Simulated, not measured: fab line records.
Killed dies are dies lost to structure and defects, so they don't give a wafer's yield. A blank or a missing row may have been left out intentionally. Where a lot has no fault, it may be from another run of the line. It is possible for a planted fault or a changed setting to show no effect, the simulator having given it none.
Which of the tools did it? -- flow nand-harc -- 6 lots with 18 wafers sampled at 3 steps, on a route of 1302 steps

WHAT THE GAUGES READ, wafer by wafer
NHARC_THIN_TSV_CD_MEAS_33: the cd target is 5000 nm.
lot,measured,on,cd-nm (nm)
L201,day 26 07:52,cd-sem-02,5002.5 5001.2 5000.6
L203,day 28 00:08,cd-sem-02,4999.7 5001.5 5000.5
L207,day 29 03:31,cd-sem-03,5001.8 5001.6 5001.2
L213,day 31 05:25,cd-sem-02,4999.6 5000.4 5002.7
L218,day 33 02:52,cd-sem-03,5000.9 5002.3 5000.7
L219,day 34 03:29,cd-sem-01,5001.2 5000.6 4999.4

EACH LOT AND THE TOOL THAT RAN IT (in order: tool; ch and the chambers of the sampled wafers; start)
lot,NHARC_THIN_TSV_STRIP_45,NHARC_THIN_TSV_STRIP_62
L201,"plasma-asher-02 ch 0,1, day 26 02:58","plasma-asher-01 ch 0,1, day 26 04:32"
L203,"plasma-asher-01 ch 0,1, day 27 19:19","plasma-asher-02 ch 0,1, day 27 20:50"
L207,"plasma-asher-02 ch 0,1, day 28 22:47","plasma-asher-01 ch 0,1, day 29 00:21"
L213,"plasma-asher-01 ch 0,1, day 31 00:33","plasma-asher-01 ch 0,1, day 31 02:07"
L218,"plasma-asher-02 ch 0,1, day 32 21:55","plasma-asher-01 ch 0,1, day 32 23:26"
L219,"plasma-asher-02 ch 0,1, day 33 22:38","plasma-asher-01 ch 0,1, day 34 00:10"
- NHARC_THIN_TSV_STRIP_45: strips in O2.
- NHARC_THIN_TSV_STRIP_62: strips in N2/H2, time 20 s.

THE ANSWER, worked out from the rows above alone
Rule: the lots themselves supply what counts as usual. Put in order of their means at a reading, lots are off if they are a third of the lots or fewer, leave a main group of 4 or more, and stand apart from it by a gap of 3 or more times the standard deviation of the main group's means; of several such gaps the widest counts. A main group whose means are all the same, to the digits that the tables above print for the reading, isn't used. Also off: a lot with no number at a reading for which 4 or more lots have one. All remaining lots with rows at the step are treated as sound.
No lot is off on any of the readings shown, so nothing can be concluded from this.

WHAT THE SIMULATOR HAD PUT IN
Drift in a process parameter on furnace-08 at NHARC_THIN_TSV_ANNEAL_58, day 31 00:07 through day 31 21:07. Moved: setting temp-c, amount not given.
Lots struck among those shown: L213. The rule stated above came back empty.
